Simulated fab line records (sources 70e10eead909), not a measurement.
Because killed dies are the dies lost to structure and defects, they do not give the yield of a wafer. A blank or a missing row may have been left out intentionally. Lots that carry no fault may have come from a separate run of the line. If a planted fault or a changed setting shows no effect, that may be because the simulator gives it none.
Chamber matching	flow nand_harc	4 sister chambers for NHARC_A_CHANNEL_HOLE_D2_STRIP_28 on rie_diel-11
The step strips in O2. 14 wafers are shown with their chamber, then 7 later ones without.

## WAFERS, EACH WITH ITS CHAMBER
wafer	chamber	drypump_motor_current_A (A)	throttle_valve_pct (%)	oes_product_au (a.u.)
L215.1	2	6.0	17.041	1.005
L215.2	0	6.7	17.027	0.989
L215.5	1	6.1	17.041	1.005
L226.2	3	5.2	17.021	0.998
L226.4	1	6.1	17.024	1.010
L226.6	3	5.1	17.043	1.003
L227.1	1	6.1	17.047	1.018
L227.2	3	5.2	17.034	0.998
L227.6	3	5.1	17.028	0.993
L231.2	0	6.7	17.027	1.004
L231.3	2	6.0	17.045	1.009
L231.6	1	6.1	17.047	0.996
L228.3	0	6.7	17.030	0.994
L228.5	3	5.1	17.030	0.997

SIGNATURES (means of the wafers above)
reading	chamber 0	chamber 1	chamber 2	chamber 3	scatter within a chamber
drypump_motor_current_A	6.700	6.100	6.000	5.140	0.0346
throttle_valve_pct	17.02800	17.03975	17.04300	17.03120	0.00795
oes_product_au	0.99567	1.00725	1.00700	0.99780	0.00656
Rule: for a wafer and a chamber, the distance is found by dividing, reading by reading, the gap between the wafer's reading and the chamber's mean by the reading's scatter, squaring, summing and taking the root. The wafer belongs to the nearest chamber; if the next one is less than 2 further off, it can't be placed. How the scatter is found: for the shown wafers, subtract from each reading the mean of its chamber, square and add these, divide the total by (wafers less chambers), then take the root.

## WAFERS WHOSE CHAMBER IS MISSING
wafer	drypump_motor_current_A (A)	throttle_valve_pct (%)	oes_product_au (a.u.)
L228.6	6.0	17.048	1.010
L232.1	6.0	17.052	1.004
L232.3	6.7	17.056	1.010
L232.5	6.7	17.025	1.006
L235.1	6.0	17.028	1.012
L235.4	6.1	17.037	1.006
L235.5	6.1	17.031	1.001

## WHICH CHAMBER EACH ONE RAN IN
wafer	from the rows above	in truth
L228.6	2	2
L232.1	2	2
L232.3	0	0
L232.5	0	0
L235.1	can't be placed: 2 or 1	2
L235.4	1	1
L235.5	can't be placed: 1 or 2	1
Correct placement for 5 of the 7. From these rows, 2 cannot be placed; in 2 the true chamber is one of the candidates. 0 placed wrongly.
